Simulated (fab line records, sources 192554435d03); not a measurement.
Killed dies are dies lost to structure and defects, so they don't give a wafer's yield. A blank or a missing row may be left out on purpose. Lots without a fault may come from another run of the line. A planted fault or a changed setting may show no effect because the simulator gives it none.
Split-lot experiment | flow n5_finfet | 7 lots, 21 wafers read, on a route of 1938 steps

THE SPLIT
At N5_BEOL_M1_COAT_62 (time 60 s, resist thk 12 nm), the setting spin_rpm was moved away from the recipe's 1500 rpm on 7 of the 21 wafers read, by -10.7% to +6.9%. The other wafers ran this setting at the recipe's value.

FROM THE SPLIT TO THE READING: what the file shows between them, 6 steps
- N5_BEOL_M1_EXPOSE_08: exposes mask M1 (also split here: dose_mj)
- N5_BEOL_M1_PEB_09: peb time 60 s
- N5_BEOL_M1_DEVELOP_10: develop time 30 s
- N5_BEOL_M1_DESCUM_16: chemistry O2, time 7 s
- N5_BEOL_M1_ETCH_74: etches underlayer in N2/H2, target depth 6.5 nm, time 5.2 s
- N5_BEOL_M1_ETCH_63: etches SiARC in CF4, target depth 15.6 nm, time 26 s

THE READING
SiARC_of_BEOL_M1_COAT_62.thk_nm (the simulator's own value, which no gauge read), in nm, at N5_BEOL_M1_ETCH_64 (etches SOC in N2/H2, target depth 75 nm, overetch 15 nm, time 112.5 s). The file gives no usual value for it. The 14 wafers here that ran the recipe average 6.7 nm, standard deviation 0.09 nm.

wafer  | tool, chamber at the split | spin_rpm as run, rpm | against the recipe | SiARC_of_BEOL_M1_COAT_62.thk_nm, nm | against lot-mates on the recipe
L076.1 | litho_track-05, 0          | 1419                 | -5.4%              | 7.2                                 | +0.5
L076.2 | litho_track-05, 0          | 1500                 | recipe             | 6.6                                 | -
L076.6 | litho_track-05, 0          | 1500                 | recipe             | 6.8                                 | -
L082.2 | litho_track-01, 0          | 1500                 | recipe             | 6.8                                 | -
L082.4 | litho_track-01, 0          | 1500                 | recipe             | 6.8                                 | -
L082.3 | litho_track-01, 0          | 1500                 | recipe             | 6.8                                 | -
L087.2 | litho_track-02, 0          | 1500                 | recipe             | 6.6                                 | -
L087.6 | litho_track-02, 0          | 1500                 | recipe             | 6.6                                 | -
L087.3 | litho_track-02, 0          | 1500                 | recipe             | 6.8                                 | -
L089.2 | litho_track-02, 0          | 1603                 | +6.9%              | 6.4                                 | -0.4
L089.3 | litho_track-02, 0          | 1500                 | recipe             | 6.8                                 | -
L089.5 | litho_track-02, 0          | 1500                 | recipe             | 6.8                                 | -
L092.1 | litho_track-02, 0          | 1500                 | recipe             | 6.6                                 | -
L092.3 | litho_track-02, 0          | 1574                 | +4.9%              | 6.6                                 | +0.0
L092.6 | litho_track-02, 0          | 1574                 | +4.9%              | 6.4                                 | -0.2
L094.1 | litho_track-05, 0          | 1500                 | recipe             | 6.8                                 | -
L094.3 | litho_track-05, 0          | 1432                 | -4.5%              | 7                                   | +0.2
L094.4 | litho_track-05, 0          | 1500                 | recipe             | 6.8                                 | -
L097.1 | litho_track-01, 0          | 1340                 | -10.7%             | 7.4                                 | +0.6
L097.3 | litho_track-01, 0          | 1500                 | recipe             | 6.8                                 | -
L097.5 | litho_track-01, 0          | 1340                 | -10.7%             | 7.4                                 | +0.6

THE FIT
A straight line over all 21 wafers: SiARC_of_BEOL_M1_COAT_62.thk_nm changes by -0.0594 nm for each +1% of spin_rpm; r = -0.94; the points scatter about the line by 0.091 nm.
The same after taking each lot's own level away (the mean of its wafers on the recipe; 21 wafers): -0.053 nm for each +1%; r = -0.93; scatter 0.091 nm.
On that fit, the largest move of spin_rpm shifts the reading by 0.57 nm.
The lots' own levels span 6.60 to 6.80 nm, that is 2.2 times the standard deviation above.
So the lot-to-lot level changes the slope: the two fits differ.
Check: with one of the wafers moved furthest among these (-10.7%) left out of the fit, the line predicts +0.586 nm for it against its lot-mates. It came out at +0.6 nm against them.

OTHER SPLITS ON THESE WAFERS
These wafers also went through other splits before the reading. Each is held against what the fit with the lots' levels taken away leaves over:
other split on the same wafers    | wafers away from the commonest value | r with SiARC_of_BEOL_M1_COAT_62.thk_nm (lot level and that fit taken away)
N5_BEOL_M0_SAQP_EXPOSE_37 dose_mj | 5                                    | -0.02
N5_BEOL_M0_ETCH_109 bias_w        | 6                                    | -0.08
N5_BEOL_M1_EXPOSE_08 dose_mj      | 3                                    | +0.09

THE WHOLE CHAIN: every reading that the file lists as answering this split, in the file's order
step               | what it does                                                          | reading                                                                            | change (the file's fit)                | r (the file's)
N5_BEOL_M1_COAT_62 | time 60 s, resist thk 12 nm                                           | SiARC_of_BEOL_M1_COAT_62.thk_nm (the simulator's own value, which no gauge read)   | -0.0607 nm for each +1% of the setting | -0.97
N5_BEOL_M1_ETCH_63 | etches SiARC in CF4, target depth 15.6 nm, time 26 s                  | etch.depth_nm (the simulator's own value, which no gauge read)                     | -0.0614 nm for each +1% of the setting | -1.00
N5_BEOL_M1_ETCH_63 | etches SiARC in CF4, target depth 15.6 nm, time 26 s                  | CAR-EUV_of_BEOL_M1_COAT_05.thk_nm (the simulator's own value, which no gauge read) | +0.0456 nm for each +1% of the setting | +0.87
N5_BEOL_M1_ETCH_64 | etches SOC in N2/H2, target depth 75 nm, overetch 15 nm, time 112.5 s | SiARC_of_BEOL_M1_COAT_62.thk_nm (the simulator's own value, which no gauge read)   | -0.0564 nm for each +1% of the setting | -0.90

THE FILE'S OWN FIT
SiARC_of_BEOL_M1_COAT_62.thk_nm changes by -0.0564 nm for each +1% of spin_rpm, r = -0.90.
